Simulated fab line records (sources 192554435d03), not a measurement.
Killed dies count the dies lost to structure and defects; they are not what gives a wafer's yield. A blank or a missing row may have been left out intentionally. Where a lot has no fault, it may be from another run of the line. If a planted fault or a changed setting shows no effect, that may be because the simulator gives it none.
fab line records + flow n5_finfet
record:
- lots: 9
- wafers: 26
- last_day: 17
route steps=1938 shown MOL_CONTACT_COAG@573 BEOL_M4@1111
lots with no fault: from the same line, run without faults
start_h: hours from the record's opening day to when the first of the lot's shown wafers began + wait_h: time in hours since the lot's previous step + " identical to the entry in the row above + L1.1+2: a single row standing in for several wafers + - no value, or no start was given + * or withheld: withheld + < > ~ a bound
route shown NAME@n: names a module that has steps shown in the file, with the first one's number in the route + usual: mean and standard deviation over wafers with no fault + same: alike in all rows + chamber/n: place in a boat + sites: readings site by site + _std_site: standard deviation of those values + _edge_site: outer sites' mean less inner sites' + radius_mm: for every site, how far away it sits from the centre of the wafer + mask NAME#n: copy n + behind: the most recent tool/chamber to have shaped the wafer + hold: why the lot was held/for how many hours/how that ended + device: names the non-switching transistor (n, p or np) + end of line: tests run on the same wafers once the route is complete + a step with no rows: only its recipe + killed: dies that structure and defects cost at the first sort, which is not the same as the wafer's yield + map: a wafer's dies, x killed, . not, _ none there
set.NAME: the run value of the setting; set.NAME@STEP: its run value at that earlier step + model.NAME: the simulator's own value behind a step, which no gauge read
a sample of lots followed through the steps of the route, with each step as a table and each wafer as a row
services: when a tool's chamber went out of use (start_h, in hours from the record's first day, below 0 if earlier), for how many hours, and the reason
== steps ==
step: N5_MOL_CONTACT_COAG_CD_MEAS_84
recipe:
- target_cd_nm: 25.1
- landing_energy_ev: 500
- detector: se_inlens
- polarity: opening
usual:
- cd_nm: 25.07/0.28
| lot.wafer | tool      | chamber | start_h | wait_h | cd_nm |
|-----------|-----------|---------|---------|--------|-------|
| L277.1    | cd_sem-01 | 0       | 96.02   | -      | 24.70 |
| L277.4    | "         | 0       | "       | "      | 25.07 |
| L277.5    | "         | 0       | "       | "      | 24.99 |
| L281.2    | cd_sem-02 | 0       | 127.86  | -      | 25.23 |
| L281.4    | "         | 0       | "       | "      | 25.13 |
| L281.6    | "         | 0       | "       | "      | 25.49 |
| L283.3    | cd_sem-03 | 0       | 137.27  | -      | 25.03 |
| L283.5    | "         | 0       | "       | "      | 25.61 |
| L283.6    | "         | 0       | "       | "      | 25.28 |
| L286.1    | cd_sem-02 | 0       | 150.79  | -      | 25.57 |
| L286.3    | "         | 0       | "       | "      | 25.26 |
| L292.1    | cd_sem-01 | 0       | 191.90  | -      | 24.86 |
| L292.5    | "         | 0       | "       | "      | 24.75 |
| L292.6    | "         | 0       | "       | "      | 25.11 |
| L294.2    | cd_sem-03 | 0       | 202.65  | -      | 24.79 |
| L294.5    | "         | 0       | "       | "      | 24.03 |
| L294.6    | "         | 0       | "       | "      | 25.36 |
| L297.1    | cd_sem-02 | 0       | 217.84  | -      | 24.98 |
| L297.5    | "         | 0       | "       | "      | 25.03 |
| L297.6    | "         | 0       | "       | "      | 25.01 |
| L298.3    | cd_sem-03 | 0       | 225.10  | -      | 24.82 |
| L298.4    | "         | 0       | "       | "      | 25.29 |
| L298.6    | "         | 0       | "       | "      | 25.38 |
| L299.1    | cd_sem-03 | 0       | 237.34  | -      | 24.76 |
| L299.4    | "         | 0       | "       | "      | 24.69 |
| L299.5    | "         | 0       | "       | "      | 25.09 |
step: N5_MOL_CONTACT_COAG_ETCH_89
recipe:
- chemistry: N2/H2
- target: underlayer
- target_depth_a: 130
- mask_material: CAR-EUV
- time_s: 10.4
- ion_energy_ev: 200
- pressure_mtorr: 30
- source_w: 840
- bias_w: 150
- n2_flow_sccm: 200
- h2_flow_sccm: 200
- ends: cleared
usual:
- chamber_pressure_mTorr: 30.00/0.031
- drypump_motor_current_A: 5.6/0.43
- etch_rf_on_time_s: 10.34/0.17
- oes_product_au: 0.70/0.074
- rf_fwd_power_W: 819.0/2.6
- rf_vpp_V: 524.5/2.6
- showerhead_plenum_p_Torr: 2.56/0.091
- throttle_valve_pct: 17.82/0.25
| lot.wafer | tool        | chamber | start_h | wait_h | chamber_pressure_mTorr | drypump_motor_current_A | etch_rf_on_time_s | oes_product_au | rf_fwd_power_W | rf_hours_counter_h | rf_vpp_V | showerhead_plenum_p_Torr | throttle_valve_pct |
|-----------|-------------|---------|---------|--------|------------------------|-------------------------|-------------------|----------------|----------------|--------------------|----------|--------------------------|--------------------|
| L277.1    | rie_diel-01 | 2       | 96.18   | 0.0    | 29.99                  | 5.3                     | 10.13             | 0.69           | 816.7          | 88                 | 520.7    | 2.46                     | 17.74              |
| L277.4    | "           | 1       | "       | "      | 29.98                  | 5.7                     | 10.39             | 0.60           | 821.0          | 196                | 524.2    | 2.52                     | 17.94              |
| L277.5    | "           | 3       | "       | "      | 30.01                  | 5.3                     | 10.27             | 0.72           | 821.7          | -                  | 521.7    | 2.47                     | 17.54              |
| L281.2    | rie_diel-05 | 1       | 128.01  | 0.0    | 29.99                  | 6.1                     | 10.16             | 0.85           | 820.4          | 0                  | 525.1    | 2.60                     | 17.50              |
| L281.4    | "           | 2       | "       | "      | 30.00                  | 5.7                     | 10.02             | 0.76           | 822.6          | 50                 | 521.8    | 2.47                     | 17.98              |
| L281.6    | "           | 1       | "       | "      | 30.05                  | 6.1                     | 10.20             | 0.84           | 820.3          | -                  | 525.5    | 2.60                     | 17.50              |
| L283.3    | rie_diel-05 | 0       | 137.42  | 0.0    | 29.95                  | 5.5                     | 10.48             | 0.77           | 823.5          | 24                 | 522.7    | 2.48                     | 17.55              |
| L283.5    | "           | 1       | "       | "      | 30.04                  | 6.1                     | 5.98              | 1.15           | 822.7          | -                  | 526.7    | 2.59                     | 17.57              |
| L283.6    | "           | 2       | "       | "      | 29.95                  | 5.7                     | 10.08             | 0.76           | 820.1          | -                  | 522.5    | 2.47                     | 17.99              |
| L286.1    | rie_diel-05 | 1       | 151.15  | 0.0    | 30.06                  | 6.1                     | 6.02              | 1.13           | 820.5          | 9                  | 525.3    | 2.59                     | 17.57              |
| L286.3    | "           | 2       | "       | "      | 30.00                  | 5.7                     | 9.94              | 0.76           | 819.4          | 58                 | 524.3    | 2.47                     | 17.99              |
| L292.1    | rie_diel-06 | 0       | 192.06  | 0.0    | 30.03                  | 4.8                     | 10.24             | 0.73           | 820.6          | 65                 | 528.3    | 2.68                     | 17.88              |
| L292.5    | "           | 2       | "       | "      | 30.02                  | 5.8                     | 10.42             | 0.61           | 816.9          | -                  | 523.3    | 2.52                     | 18.03              |
| L292.6    | "           | 3       | "       | "      | 30.03                  | 5.7                     | 10.55             | 0.58           | 816.4          | -                  | 525.8    | 2.61                     | 18.24              |
| L294.2    | rie_diel-06 | 1       | 202.80  | 0.0    | 30.01                  | 6.2                     | 10.45             | 0.73           | 816.6          | 48                 | 526.3    | 2.70                     | 17.97              |
| L294.5    | "           | 1       | "       | "      | 30.00                  | 6.2                     | 10.44             | 0.73           | 814.2          | -                  | 527.7    | 2.70                     | 17.96              |
| L294.6    | "           | 2       | "       | "      | 30.01                  | 5.8                     | 10.49             | 0.61           | 819.7          | -                  | 523.3    | 2.51                     | 18.04              |
| L297.1    | rie_diel-05 | 0       | 218.01  | 0.0    | 30.02                  | 5.5                     | 10.44             | 0.72           | 820.0          | 51                 | 522.2    | 2.47                     | 17.59              |
| L297.5    | "           | 0       | "       | "      | 29.94                  | 5.5                     | 10.46             | 0.73           | 821.2          | -                  | 520.7    | 2.47                     | 17.58              |
| L297.6    | "           | 1       | "       | "      | 29.99                  | 6.1                     | 10.15             | 0.77           | 818.5          | -                  | 524.1    | 2.58                     | 17.55              |
| L298.3    | rie_diel-05 | 2       | 225.26  | 0.0    | 30.05                  | 5.6                     | 10.11             | 0.72           | 819.2          | 85                 | 521.9    | 2.46                     | 18.02              |
| L298.4    | "           | 3       | "       | "      | 30.00                  | 5.0                     | 10.22             | 0.73           | 816.0          | 44                 | 529.3    | 2.69                     | 17.56              |
| L298.6    | "           | 1       | "       | "      | 30.00                  | 6.1                     | 10.23             | 0.76           | 818.9          | -                  | 525.8    | 2.58                     | 17.56              |
| L299.1    | rie_diel-01 | 2       | 237.54  | 0.0    | 30.00                  | 5.3                     | 10.34             | 0.65           | 819.3          | 135                | 521.7    | 2.44                     | 17.82              |
| L299.4    | "           | 3       | "       | "      | 30.03                  | 5.4                     | 10.43             | 0.67           | 820.4          | 117                | 522.5    | 2.45                     | 17.59              |
| L299.5    | "           | 3       | "       | "      | 29.96                  | 5.4                     | 10.44             | 0.67           | 823.9          | -                  | 521.5    | 2.45                     | 17.62              |
step: N5_MOL_CONTACT_COAG_VIA_ETCH_46
recipe:
- chemistry: C4F6/O2
- target_depth_a: 460
- overetch_a: 92
- mask_material: SOC
- target: SiO2
- bias_w: 455
- pressure_mtorr: 10
- time_s: 40
- source_w: 325
- Ar_flow_sccm: 300
- C4F6_flow_sccm: 10
- O2_flow_sccm: 10
- ion_energy_ev: 575.3
- ends: end_point
usual:
- C4F6_flow_sccm: 10.00/0.031
- chamber_pressure_mTorr: 10.001/0.0093
- drypump_motor_current_A: 5.6/0.48
- oes_product_au: 0.72/0.076
- rf_fwd_power_W: 323.1/1.2
- rf_vpp_V: 1581/12
- showerhead_plenum_p_Torr: 2.89/0.099
- throttle_valve_pct: 40.96/0.27
| lot.wafer | tool        | chamber | start_h | wait_h | C4F6_flow_sccm | chamber_pressure_mTorr | drypump_motor_current_A | oes_product_au | rf_fwd_power_W | rf_hours_counter_h | rf_vpp_V | showerhead_plenum_p_Torr | throttle_valve_pct |
|-----------|-------------|---------|---------|--------|----------------|------------------------|-------------------------|----------------|----------------|--------------------|----------|--------------------------|--------------------|
| L277.1    | rie_diel-06 | 3       | 96.62   | 0.0    | 10.00          | 9.992                  | 5.7                     | 0.63           | 324.3          | 210                | 1595     | 2.93                     | 41.28              |
| L277.4    | "           | 0       | "       | "      | 9.99           | 9.999                  | 4.8                     | 0.79           | 324.2          | 37                 | 1592     | 3.00                     | 40.91              |
| L277.5    | "           | 1       | "       | "      | 9.98           | 9.997                  | 6.2                     | 0.83           | 323.0          | -                  | 1573     | 3.03                     | 41.17              |
| L281.2    | rie_diel-06 | 3       | 128.45  | 0.0    | 9.95           | 9.997                  | 5.7                     | 0.63           | 324.3          | 220                | 1595     | 2.93                     | 41.30              |
| L281.4    | "           | 2       | "       | "      | 10.01          | 9.994                  | 5.8                     | 0.64           | 320.2          | 197                | 1570     | 2.82                     | 40.92              |
| L281.6    | "           | 2       | "       | "      | 10.03          | 10.016                 | 5.8                     | 0.65           | 320.5          | -                  | 1569     | 2.82                     | 40.94              |
| L283.3    | rie_diel-01 | 2       | 137.92  | 0.0    | 10.00          | 9.986                  | 5.2                     | 0.71           | 323.0          | 102                | 1573     | 2.74                     | 40.72              |
| L283.5    | "           | 0       | "       | "      | 9.98           | 10.002                 | 6.2                     | 0.64           | 322.7          | -                  | 1570     | 2.82                     | 41.25              |
| L283.6    | "           | 3       | "       | "      | 9.97           | 9.995                  | 5.4                     | 0.74           | 321.8          | -                  | 1590     | 2.76                     | 40.39              |
| L286.1    | rie_diel-01 | 3       | 151.60  | 0.0    | 10.00          | 10.008                 | 5.3                     | 0.73           | 320.6          | 88                 | 1588     | 2.76                     | 40.40              |
| L286.3    | "           | 1       | "       | "      | 9.98           | 10.015                 | 5.6                     | 0.62           | 323.3          | 216                | 1584     | 2.82                     | 41.14              |
| L292.1    | rie_diel-06 | 3       | 192.50  | 0.0    | 9.95           | 10.018                 | 5.7                     | 0.61           | 323.0          | 241                | 1595     | 2.92                     | 41.31              |
| L292.5    | "           | 0       | "       | "      | 9.99           | 9.989                  | 4.8                     | 0.76           | 323.6          | -                  | 1592     | 2.99                     | 40.91              |
| L292.6    | "           | 1       | "       | "      | 10.01          | 10.012                 | 6.2                     | 0.78           | 324.4          | -                  | 1570     | 3.02                     | 41.18              |
| L294.2    | rie_diel-06 | 1       | 203.24  | 0.0    | 9.97           | 10.000                 | 6.3                     | 0.76           | 324.8          | 49                 | 1571     | 3.01                     | 41.18              |
| L294.5    | "           | 1       | "       | "      | 10.02          | 9.997                  | 6.3                     | 0.78           | 324.2          | -                  | 1571     | 3.01                     | 41.19              |
| L294.6    | "           | 2       | "       | "      | 10.03          | 9.991                  | 5.8                     | 0.64           | 322.6          | -                  | 1570     | 2.81                     | 40.94              |
| L297.1    | rie_diel-01 | 0       | 218.44  | 0.0    | 10.02          | 10.010                 | 6.2                     | 0.62           | 321.8          | 239                | 1569     | 2.81                     | 41.25              |
| L297.5    | "           | 1       | "       | "      | 10.01          | 9.984                  | 5.6                     | 0.62           | 323.7          | -                  | 1581     | 2.81                     | 41.16              |
| L297.6    | "           | 0       | "       | "      | 9.98           | 9.990                  | 6.2                     | 0.62           | 322.5          | -                  | 1570     | 2.81                     | 41.29              |
| L298.3    | rie_diel-05 | 1       | 225.69  | 0.0    | 10.05          | 10.000                 | 6.1                     | 0.78           | 320.5          | 34                 | 1581     | 2.88                     | 40.47              |
| L298.4    | "           | 2       | "       | "      | 10.01          | 9.988                  | 5.7                     | 0.74           | 324.1          | 85                 | 1569     | 2.75                     | 40.95              |
| L298.6    | "           | 0       | "       | "      | 9.97           | 10.006                 | 5.5                     | 0.76           | 324.3          | -                  | 1581     | 2.77                     | 40.86              |
| L299.1    | rie_diel-06 | 2       | 238.02  | 0.0    | 9.98           | 10.013                 | 5.8                     | 0.62           | 322.5          | 234                | 1569     | 2.80                     | 40.96              |
| L299.4    | "           | 0       | "       | "      | 10.00          | 10.007                 | 4.8                     | 0.74           | 322.9          | -                  | 1590     | 2.98                     | 40.94              |
| L299.5    | "           | 1       | "       | "      | 9.92           | 10.007                 | 6.3                     | 0.75           | 325.0          | -                  | 1570     | 3.01                     | 41.20              |
step: N5_MOL_CONTACT_COAG_CD_MEAS_137
recipe:
- target_cd_nm: 16
usual:
- cd_nm: 16.0/0.3
| lot.wafer | tool      | chamber | start_h | wait_h | cd_nm |
|-----------|-----------|---------|---------|--------|-------|
| L277.1    | cd_sem-01 | -       | 96.95   | 0.0    | 16.1  |
| L277.4    | "         | -       | "       | "      | 16.1  |
| L277.5    | "         | -       | "       | "      | 15.7  |
| L281.2    | cd_sem-01 | -       | 128.79  | 0.0    | 16.1  |
| L281.4    | "         | -       | "       | "      | 16.0  |
| L281.6    | "         | -       | "       | "      | 16.1  |
| L283.3    | cd_sem-01 | -       | 138.26  | 0.0    | 16.1  |
| L283.5    | "         | -       | "       | "      | 15.9  |
| L283.6    | "         | -       | "       | "      | 16.5  |
| L286.1    | cd_sem-01 | -       | 151.94  | 0.0    | 16.4  |
| L286.3    | "         | -       | "       | "      | 16.5  |
| L292.1    | cd_sem-03 | -       | 192.83  | 0.0    | 15.9  |
| L292.5    | "         | -       | "       | "      | 16.2  |
| L292.6    | "         | -       | "       | "      | 15.3  |
| L294.2    | cd_sem-01 | -       | 203.58  | 0.0    | 15.6  |
| L294.5    | "         | -       | "       | "      | 15.8  |
| L294.6    | "         | -       | "       | "      | 16.2  |
| L297.1    | cd_sem-03 | -       | 218.78  | 0.0    | 15.3  |
| L297.5    | "         | -       | "       | "      | 16.2  |
| L297.6    | "         | -       | "       | "      | 15.6  |
| L298.3    | cd_sem-03 | -       | 226.07  | 0.0    | 15.7  |
| L298.4    | "         | -       | "       | "      | 16.2  |
| L298.6    | "         | -       | "       | "      | 15.8  |
| L299.1    | cd_sem-01 | -       | 238.59  | 0.0    | 16.6  |
| L299.4    | "         | -       | "       | "      | 16.1  |
| L299.5    | "         | -       | "       | "      | 15.8  |
step: N5_BEOL_M4_RC_MEAS_101
usual:
- DIBL_N: 35.7/1.3
- DIBL_P: 35.4/1.8
- IOFF_N: 0.152/0.027
- IOFF_P: 0.20/0.034
- ION_N: 672/9.8
- ION_P: 461/7.5
- SS_N: 71.4/0.55
- SS_P: 73.1/0.61
- VT_N: 251/3.3
- VT_P: -251/3.6
| lot.wafer | tool      | chamber | start_h | wait_h | DIBL_N[mV/V] | DIBL_P[mV/V] | IOFF_N[nA/um] | IOFF_P[nA/um] | ION_N[uA/um] | ION_P[uA/um] | SS_N[mV/dec] | SS_P[mV/dec] | VT_N[mV] | VT_P[mV] |
|-----------|-----------|---------|---------|--------|--------------|--------------|---------------|---------------|--------------|--------------|--------------|--------------|----------|----------|
| L277.1    | prober-02 | 0       | 162.74  | 0.0    | 37.2         | 39.2         | 0.199         | 0.27          | 681          | 469          | 72.2         | 74.2         | 247      | -244     |
| L277.4    | "         | 0       | "       | "      | 35.0         | 38.2         | 0.160         | 0.24          | 672          | 465          | 71.1         | 73.9         | 248      | -246     |
| L277.5    | "         | 0       | "       | "      | 35.2         | 36.6         | 0.161         | 0.22          | 684          | 467          | 71.0         | 73.7         | 248      | -247     |
| L281.2    | prober-01 | 0       | 191.24  | 0.2    | 35.8         | 36.2         | 0.162         | 0.18          | 676          | 452          | 71.3         | 73.1         | 253      | -258     |
| L281.4    | "         | 0       | "       | "      | 36.4         | 37.6         | 0.186         | 0.19          | 688          | 469          | 71.3         | 73.7         | 246      | -252     |
| L281.6    | "         | 0       | "       | "      | 36.6         | 37.3         | 0.188         | 0.19          | 673          | 453          | 72.3         | 73.8         | 251      | -253     |
| L283.3    | prober-02 | 0       | 200.58  | 0.3    | 35.7         | 36.7         | 0.162         | 0.23          | 680          | 468          | 71.3         | 72.6         | 247      | -247     |
| L283.5    | "         | 0       | "       | "      | 35.7         | 36.7         | 0.163         | 0.23          | 678          | 467          | 71.4         | 72.1         | 247      | -248     |
| L283.6    | "         | 0       | "       | "      | 35.1         | 36.3         | 0.152         | 0.22          | 678          | 467          | 71.0         | 73.0         | 249      | -247     |
| L286.1    | prober-02 | 0       | 219.25  | 0.4    | 36.5         | 34.9         | 0.147         | 0.19          | 671          | 458          | 72.1         | 73.5         | 251      | -248     |
| L286.3    | "         | 0       | "       | "      | 37.4         | 36.3         | 0.156         | 0.21          | 675          | 458          | 72.1         | 73.0         | 253      | -249     |
| L292.1    | prober-01 | 0       | 256.09  | 0.0    | 35.6         | 34.7         | 0.137         | 0.17          | 675          | 451          | 71.7         | 73.1         | 254      | -254     |
| L292.5    | "         | 0       | "       | "      | 35.8         | 35.1         | 0.145         | 0.18          | 665          | 456          | 71.5         | 73.2         | 253      | -256     |
| L292.6    | "         | 0       | "       | "      | 37.4         | 37.0         | 0.172         | 0.21          | 670          | 454          | 71.8         | 73.4         | 250      | -251     |
| L294.2    | prober-01 | 0       | 279.11  | 0.2    | 34.7         | 33.2         | 0.143         | 0.19          | 674          | 463          | 72.2         | 73.0         | 252      | -249     |
| L294.5    | "         | 0       | "       | "      | 33.4         | 31.7         | 0.122         | 0.17          | 666          | 462          | 71.8         | 73.3         | 254      | -251     |
| L294.6    | "         | 0       | "       | "      | 35.4         | 35.0         | 0.164         | 0.21          | 676          | 469          | 72.1         | 73.5         | 252      | -249     |
| L297.1    | prober-02 | 0       | 281.59  | 0.6    | 33.4         | 34.1         | 0.116         | 0.15          | 656          | 451          | 71.0         | 72.4         | 256      | -258     |
| L297.5    | "         | 0       | "       | "      | 33.5         | 33.9         | 0.108         | 0.15          | 649          | 445          | 70.8         | 72.5         | 258      | -256     |
| L297.6    | "         | 0       | "       | "      | 36.0         | 36.6         | 0.151         | 0.18          | 663          | 452          | 71.3         | 73.1         | 251      | -257     |
| L298.3    | prober-02 | 0       | 286.21  | 0.3    | 35.3         | 35.0         | 0.137         | 0.18          | 679          | 464          | 70.7         | 72.9         | 254      | -252     |
| L298.4    | "         | 0       | "       | "      | 37.8         | 38.1         | 0.182         | 0.22          | 689          | 468          | 71.5         | 73.6         | 249      | -249     |
| L298.6    | "         | 0       | "       | "      | 35.5         | 35.2         | 0.137         | 0.18          | 678          | 466          | 71.0         | 73.5         | 250      | -253     |
| L299.1    | prober-01 | 0       | 308.16  | 0.0    | 34.3         | 34.6         | 0.123         | 0.18          | 663          | 458          | 71.2         | 72.0         | 253      | -252     |
| L299.4    | "         | 0       | "       | "      | 36.4         | 36.6         | 0.150         | 0.20          | 673          | 464          | 71.5         | 73.5         | 250      | -250     |
| L299.5    | "         | 0       | "       | "      | 35.3         | 35.2         | 0.124         | 0.17          | 667          | 456          | 71.2         | 72.7         | 253      | -251     |
== services ==
| tool        | chamber | start_h | hours | kind                          |
|-------------|---------|---------|-------|-------------------------------|
| rie_diel-05 | 3       | 77.97   | 4.6   | repair                        |
| rie_diel-05 | 3       | 82.67   | -     | clean                         |
| rie_diel-05 | 3       | 82.67   | -     | consumable_replace:focus_ring |
| rie_diel-05 | 3       | 82.67   | -     | consumable_replace:showerhead |
| rie_diel-05 | 3       | 82.67   | 23.6  | scheduled_down                |
| rie_diel-05 | 3       | 82.67   | 23.6  | vent_cycle                    |
| rie_diel-05 | 1       | 106.24  | -     | clean                         |
| rie_diel-05 | 1       | 106.24  | -     | consumable_replace:focus_ring |
| rie_diel-05 | 1       | 106.24  | 21.1  | scheduled_down                |
| rie_diel-05 | 1       | 106.24  | 21.1  | vent_cycle                    |
| rie_diel-06 | 0       | 149.96  | 9.6   | repair                        |
| rie_diel-06 | -       | 186.01  | 2.8   | pm                            |
| rie_diel-06 | 2       | 193.07  | 5.0   | repair                        |
| rie_diel-06 | 3       | 217.63  | -     | clean                         |
| rie_diel-06 | 3       | 217.63  | -     | consumable_replace:focus_ring |
== key ==
first_sign:
- step: N5_MOL_CONTACT_COAG_ETCH_89
- reading: etch_rf_on_time_s
- direction: down
- sigmas: 26
- usual: *
- struck: *
effect:
- step: N5_MOL_CONTACT_COAG_ETCH_89
- reading: oes_product_au
- direction: up
- sigmas: 5.8
- usual: 0.70
- struck: 1.14
met_at N5_MOL_CONTACT_COAG_ETCH_89
struck_lots L283,L286
struck_wafers L283.5,L286.1
not_acting_at N5_MOL_CONTACT_COAG_CD_MEAS_84,N5_MOL_CONTACT_COAG_VIA_ETCH_46,N5_MOL_CONTACT_COAG_CD_MEAS_137
onset_between 128.01 137.42
fault:
- kind: process_parameter_drift
- tool: rie_diel-05
- chamber: -
- onset_h: 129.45
- steps: N5_MOL_CONTACT_COAG_ETCH_89
- channel: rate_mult
- offset: 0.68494
- shape: step
- end_h: 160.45
- scope: struck_wafers_only
